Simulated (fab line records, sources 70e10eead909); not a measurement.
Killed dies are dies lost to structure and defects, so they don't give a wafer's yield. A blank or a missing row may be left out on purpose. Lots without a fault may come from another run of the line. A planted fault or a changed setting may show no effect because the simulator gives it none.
Problem report in the 8D (eight disciplines) form, filled by code | flow nand_harc | the parts of the form that need people (team, actions taken, sign-off) are left out

1. THE PROBLEM
raw_defect_count at NHARC_A_CHANNEL_HOLE_D1_INSPECT_40 reads a mean of 549 on 6 wafers of 2 lots; wafers without a fault read 68 with a standard deviation of 27. That is +18 standard deviations from the usual mean.
First seen on wafer L552.2, day 14 20:08, on defect_inspect-01. The record holds 33 wafers of 11 lots with a number at this step. Rule for "out", or "out of limits": more than 4 standard deviations from the usual mean. The other wafers with a number count as sound.

2. WHAT IT IS AND WHAT IT IS NOT
question                    | is                     | is not
which readings at this step | raw_defect_count       | -
which lots                  | L552, L554             | L537, L539, L540, L545, L548, L550, L551, L557, L560
which wafers of those lots  | all that have a number | -
read on which gauges        | defect_inspect-01      | defect_inspect-02
when                        | from day 14 20:08      | up to then (21 sound wafers); but 6 sound wafers of L557, L560 came after

3. SUSPECTS, AND WHAT RULES EACH OUT
Counting: a tool at a process step up to the reading stays a suspect if it ran every lot that is out and no sound lot after the first of them.
- the gauge at NHARC_A_CHANNEL_HOLE_D1_INSPECT_40: kept. All the wafers that are out were read on defect_inspect-01, and no step on other tools shows them out.
- har_etch-02 at NHARC_A_CHANNEL_HOLE_D1_ETCH_26 (etches the open film in C4F8/O2/Ar, time 224.1 s, target depth 300 nm): ruled out as a lasting fault. Sound lots L560 ran on it after its first lot that is out, L552 (day 14 18:13).
Left after counting: defect_inspect-01 at NHARC_A_CHANNEL_HOLE_D1_INSPECT_40.

4. THE CAUSE (what the simulator had put in)
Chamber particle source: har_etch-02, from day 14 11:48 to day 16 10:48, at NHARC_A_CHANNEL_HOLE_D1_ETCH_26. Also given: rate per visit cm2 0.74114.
Counting ruled it out, wrongly: the rule takes a fault to strike every lot that its tool runs from its start on, and this one did not.

5. THE CHAIN OF EFFECTS, in route order
Each row: a reading whose mean over the struck wafers that have a number lies more than 3 standard deviations from the usual. Only readings for which the record gives a usual standard deviation are gone through. hours: the time from each lot's start at the first step in this table that gives one to its start at this step, as a median over the lots. sigmas: the change in usual standard deviations.
hours | step                               | reading          | usual | on struck wafers | change | sigmas
0     | NHARC_A_CHANNEL_HOLE_D1_INSPECT_40 | raw_defect_count | 68    | 549              | +481   | +18
Later measuring or inspecting steps at which every struck wafer that the step has a row for has a number for every such reading, and none has moved that far: NHARC_END_SORT_01.

6. WHAT WOULD HAVE CAUGHT IT SOONER
In this record the first reading out of limits at a measuring or inspecting step was taken at day 14 20:08, 8 hours after the fault began at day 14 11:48.
Of the tool readings at NHARC_A_CHANNEL_HOLE_D1_ETCH_26 for which the record gives a usual standard deviation, none was out on any struck wafer, so an alarm limit of 4 standard deviations on them would not have fired.
